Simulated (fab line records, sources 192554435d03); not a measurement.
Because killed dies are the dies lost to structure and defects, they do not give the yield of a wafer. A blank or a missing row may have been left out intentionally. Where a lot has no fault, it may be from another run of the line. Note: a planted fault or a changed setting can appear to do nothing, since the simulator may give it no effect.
Struck lot and sound lot, side by side	flow n5_finfet	38 steps out of a route of 1938
Sound: wafers L215.1, L215.4, L215.6. Struck: wafer L221.1 (L221.2, L221.4, from the same lot, were not struck and are left out); the cause is given at the end.
Each step with rows lists, per side, the tool, then ch with its chambers, then its first start. Under that, the readings that differ: sound wafers	struck wafers	difference of the means	sigmas: that difference in standard deviations of wafers without a fault.
alike: readings whose means differ by less than 2 such deviations, and words and numbers that are the same on both sides. not compared: withheld readings, readings that some wafer has no value for, bounds like >300 that may hide the same value, and numbers for which the record gives no deviation and whose values overlap.
Wherever a step has rows on one side only, a row that says differs or no value, or a row with sigmas, the two part there. When numbers do not overlap yet have no deviation, they are printed without sigmas and do not part them. A reading that every wafer of one side lacks parts them only if that side has two wafers or more.

first, 12 steps without rows for these wafers: N5_BEOL_M0_ALD_136 (deposits TaN, pulse time 2 s, purge time 3 s, co reactant purge time 2 s); N5_BEOL_M0_SURFACE_TREAT_137; N5_BEOL_M0_CVD_115 (deposits Co from CCTBA/H2, time 120 s); N5_BEOL_M0_SPUTTER_116 (material Cu, target thk 4 nm, time 7.37 s); N5_BEOL_M0_ANNEAL_117 (time 60 s); N5_BEOL_M0_SPUTTER_132 (material Cu, target thk 4 nm, time 7.37 s); N5_BEOL_M0_ANNEAL_133 (time 60 s); N5_BEOL_M0_SPUTTER_134 (material Cu, target thk 4 nm, time 7.37 s); N5_BEOL_M0_ANNEAL_135 (time 60 s); N5_BEOL_M0_SPUTTER_141 (material Cu, target thk 4 nm, time 7.37 s); N5_BEOL_M0_ECD_118 (material Cu, target thk 300 nm); N5_BEOL_M0_ANNEAL_119 (time 90 s).
N5_BEOL_M0_CMP_120: polishes, stops on SiOC, t overpolish 6.9 s.
  sound on cmp-02 ch 0,2, day 7 13:11; struck on cmp-02 ch 1, day 8 21:55
reading	sound	struck	difference	sigmas
barrier_field_endpoint_s (s)	3.58 3.65 3.64	8.02	+4.40	+37
time_to_endpoint_s (s)	60.9 58.7 60.1	81.7	+21.8	+9
model.SiOC_of_BEOL_M0_SAQP_ILD_DEP_01.thk_nm (nm)	39.4 39.6 40	40.2	+0.5	
  alike: motor_current_A, overpolish_run_s
then, 4 steps without rows for these wafers: N5_BEOL_M0_PRE_CLEAN_131 (time 15 s); N5_BEOL_M0_CO_CAP_123 (material Co, precursor CCTBA/H2, target thk 2 nm, time 102.1 s); N5_BEOL_M0_PRE_CLEAN_124 (time 15 s); N5_BEOL_M0_DEP_125 (deposits SiCN from 3MS/NH3, target thk 8 nm, time 14 s).
N5_BEOL_M0_INSPECT_127: inspects for defects (darkfield).
  sound on defect_inspect-02, day 7 13:47; struck on defect_inspect-01, day 8 22:28
reading	sound	struck	difference	sigmas
raw_defect_count	62 62 53	3574	+3515	+99 or more
then, 18 steps without rows for these wafers: N5_BEOL_M1_ILD_DEP_00 (deposits SiOC from DEMS/O2, target thk 79 nm, time 15.3 s); N5_BEOL_M1_PECVD_72 (deposits SiO2 from TEOS/O2, target thk 16 nm, time 18 s); N5_BEOL_M1_HM_DEP_02 (deposits TiN, target thk 20 nm); N5_BEOL_M1_COAT_61 (time 60 s, resist thk 60 nm); N5_BEOL_M1_COAT_62 (time 60 s, resist thk 12 nm); N5_BEOL_M1_COAT_73 (time 60 s, resist thk 5 nm); N5_BEOL_M1_COAT_05 (resist thk 30 nm); N5_BEOL_M1_EBR_07; N5_BEOL_M1_SOFTBAKE_06 (time 60 s); N5_BEOL_M1_EXPOSE_08 (exposes mask M1); N5_BEOL_M1_PEB_09 (peb time 60 s); N5_BEOL_M1_DEVELOP_10 (develop time 30 s); N5_BEOL_M1_DESCUM_16 (chemistry O2, time 7 s); N5_BEOL_M1_ETCH_74 (etches underlayer in N2/H2, target depth 6.5 nm, time 5.2 s); N5_BEOL_M1_ETCH_63 (etches SiARC in CF4, target depth 15.6 nm, time 26 s); N5_BEOL_M1_ETCH_64 (etches SOC in N2/H2, target depth 75 nm, overetch 15 nm, time 112.5 s); N5_BEOL_M1_STRIP_65 (strips in N2/H2); N5_BEOL_M1_STRIP_75 (strips in N2/H2).
N5_BEOL_M4_RC_MEAS_101:
  the record has rows for the sound wafers here (prober-02 ch 0, day 10 20:44) and none for the struck ones
-- record jumps: 8 days separate the struck wafers' starts on either side; left off in module BEOL_M4, taken up again in module PASSIVATION, whose first shown step is the route's number 1936 --
N5_PASSIVATION_PROBE_49:
  the record has rows for the struck wafers here (prober-01, day 16 17:55) and none for the sound ones

WHERE THEY PART
At N5_BEOL_M0_CMP_120 first; at N5_PASSIVATION_PROBE_49 last (within this record only).

WHY: what the simulator had put in
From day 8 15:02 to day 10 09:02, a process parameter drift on cmp-02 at N5_BEOL_M0_CMP_120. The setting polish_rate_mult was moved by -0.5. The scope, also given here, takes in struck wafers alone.
